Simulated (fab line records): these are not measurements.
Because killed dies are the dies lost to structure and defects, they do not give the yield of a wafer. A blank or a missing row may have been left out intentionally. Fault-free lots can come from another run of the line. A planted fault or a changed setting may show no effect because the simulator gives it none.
2 desks looking at one fault    flow nand_harc    only its own numbers are on each desk; what lay behind them is given at the end

THE DEFECT DESK
For each lot, the counts of the inspections along the route, averaged over the sampled wafers that have a number. Marked OUT: a lot whose mean sits more than 4 standard deviations from the usual mean, which makes it out of limits; the brackets give that distance.
Columns: A = raw_defect_count at NHARC_P_M0_INSPECT_11, usual 4.6
lot   first seen here  A
L178  day 6 16:37      3.0
L180  day 7 16:13      2.7
L181  day 8 10:34      4.7
L182  day 8 13:49      4.3
L184  day 9 08:26      8.0
L186  day 10 09:15     2.7
L187  day 10 13:55     3.7
L188  day 10 21:22     5.7
L189  day 12 02:18     3.7
L192  day 13 00:17     5.7
L193  day 13 02:17     7.3
L199  day 15 16:21     2.7
Result from this desk: across the 12 lots, nothing is out of limits.

TOOL OWNER'S DESK, cmp-03
The tool's own readings at NHARC_P_CONTACT_CMP_24 (polishes, t overpolish 30 s, target thk 200 nm): means of the sampled wafers that have a number, for each lot that ran on this tool. Marked OUT: a lot whose mean sits more than 4 standard deviations from the usual mean, which makes it out of limits; the brackets give that distance.
Columns: A = motor_current_A at NHARC_P_CONTACT_CMP_24, usual 12.4 A; B = overpolish_run_s at NHARC_P_CONTACT_CMP_24, usual 30.000 s; C = time_to_endpoint_s at NHARC_P_CONTACT_CMP_24, usual 40.6 s
lot   first seen here  A     B       C
L187  day 10 12:17     13.0  29.997  37.6
L188  day 10 20:00     12.8  29.992  38.3
L192  day 12 22:51     12.6  30.000  33.4
Result from this desk: across the 3 lots, nothing is out of limits.

TAKEN TOGETHER
No out-of-limits result turned up at the defect desk.
Nothing out of limits was seen by the tool owner's desk.

WHAT HAD BEEN PUT IN BY THE SIMULATOR
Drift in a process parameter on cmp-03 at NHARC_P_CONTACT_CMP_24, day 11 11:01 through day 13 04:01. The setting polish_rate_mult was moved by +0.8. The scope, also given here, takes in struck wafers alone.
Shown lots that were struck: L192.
